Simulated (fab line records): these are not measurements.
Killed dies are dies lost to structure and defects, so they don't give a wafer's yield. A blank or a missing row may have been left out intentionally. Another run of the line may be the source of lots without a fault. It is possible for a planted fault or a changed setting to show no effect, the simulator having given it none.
Chamber matching + flow n5Finfet + aldSin-02 running N5_BEOL_M2_ALD_98: 4 sister chambers
The step deposits SiO2, target thk 2.5 nm, pulse time 1 s, co reactant pulse time 1 s. 4 wafers are shown with their chamber, then 9 later ones without.

## WAFERS PAIRED WITH THEIR CHAMBERS
| wafer  | chamber | heaterPowerW (W) |
|--------|---------|------------------|
| L077.5 | 3       | 74               |
| L080.1 | 2       | 100              |
| L080.3 | 0       | 80               |
| L080.5 | 1       | 80               |

## WAFERS WITH NO CHAMBER GIVEN
| wafer  | heaterPowerW (W) |
|--------|------------------|
| L083.3 | 99               |
| L083.4 | 79               |
| L083.5 | 103              |
| L093.3 | 78               |
| L093.4 | 76               |
| L093.5 | 78               |
| L096.2 | 77               |
| L096.3 | 79               |
| L096.6 | 80               |

## WHICH CHAMBER EACH WENT THROUGH
| wafer  | from the rows above          | in truth |
|--------|------------------------------|----------|
| L083.3 | 2                            | 2        |
| L083.4 | can't be placed: 0 or 1      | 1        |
| L083.5 | 2                            | 2        |
| L093.3 | can't be placed: 0 or 1 or 3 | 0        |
| L093.4 | can't be placed: 3 or 0 or 1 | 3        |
| L093.5 | can't be placed: 0 or 1 or 3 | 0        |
| L096.2 | can't be placed: 0 or 1 or 3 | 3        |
| L096.3 | can't be placed: 0 or 1      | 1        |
| L096.6 | can't be placed: 0 or 1      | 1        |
Correctly placed: 2 of 9. From these rows, 7 cannot be placed; in 7 the true chamber is one of the candidates. Wrongly placed: 0.
How it was worked out, from the rows above alone: a wafer's distance from a chamber is the root of the sum, over the readings, of the square of ((its reading less the chamber's mean) divided by the reading's scatter). The wafer belongs to the nearest chamber; if the next one is less than 2 further off, it can't be placed. For every chamber, the mean is computed from those of its wafers that are shown. The scatter: root of mean squared gap, hidden wafer to nearest shown wafer, with one shown wafer a chamber.
